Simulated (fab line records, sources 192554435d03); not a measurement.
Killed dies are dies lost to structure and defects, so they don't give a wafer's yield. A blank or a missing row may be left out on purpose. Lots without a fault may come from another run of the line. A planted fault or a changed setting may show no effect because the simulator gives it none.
Chamber matching | flow n5_finfet | N5_ILD0_CMP_12 on cmp-03: 4 sister chambers
The step polishes SiNx, stops on poly-Si, t overpolish 6 s, target thk 17.67 nm. 4 wafers are shown with their chamber, then 7 later ones without.

WAFERS WITH THEIR CHAMBER
wafer  | chamber | motor_current_A (A)
L079.4 | 1       | 10.5
L081.3 | 2       | 9.0
L083.3 | 0       | 8.9
L083.4 | 3       | 8.5

WAFERS WITHOUT THEIR CHAMBER
wafer  | motor_current_A (A)
L083.5 | 8.6
L085.1 | 9.2
L085.4 | 8.6
L085.6 | 8.7
L095.1 | 8.5
L095.2 | 8.7
L095.4 | 10.3

WHICH CHAMBER EACH WENT THROUGH
wafer  | from the rows above          | in truth
L083.5 | can't be placed: 3 or 0 or 2 | 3
L085.1 | can't be placed: 2 or 0      | 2
L085.4 | can't be placed: 3 or 0 or 2 | 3
L085.6 | can't be placed: 3 or 0 or 2 | 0
L095.1 | 3                            | 3
L095.2 | can't be placed: 3 or 0 or 2 | 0
L095.4 | 1                            | 1
Placed correctly: 2 of 7. Can't be placed from these rows: 5 (the true chamber is among the candidates in 5). Placed wrongly: 0.
How it was worked out, from the rows above alone: a wafer's distance from a chamber is the root of the sum, over the readings, of the square of ((its reading less the chamber's mean) divided by the reading's scatter). The wafer belongs to the nearest chamber; if the next one is less than 2 further off, it can't be placed. A chamber's mean is the mean of its shown wafers. The scatter: with one shown wafer a chamber, the root of the mean of the squares of how far each hidden wafer lies from its nearest shown one.
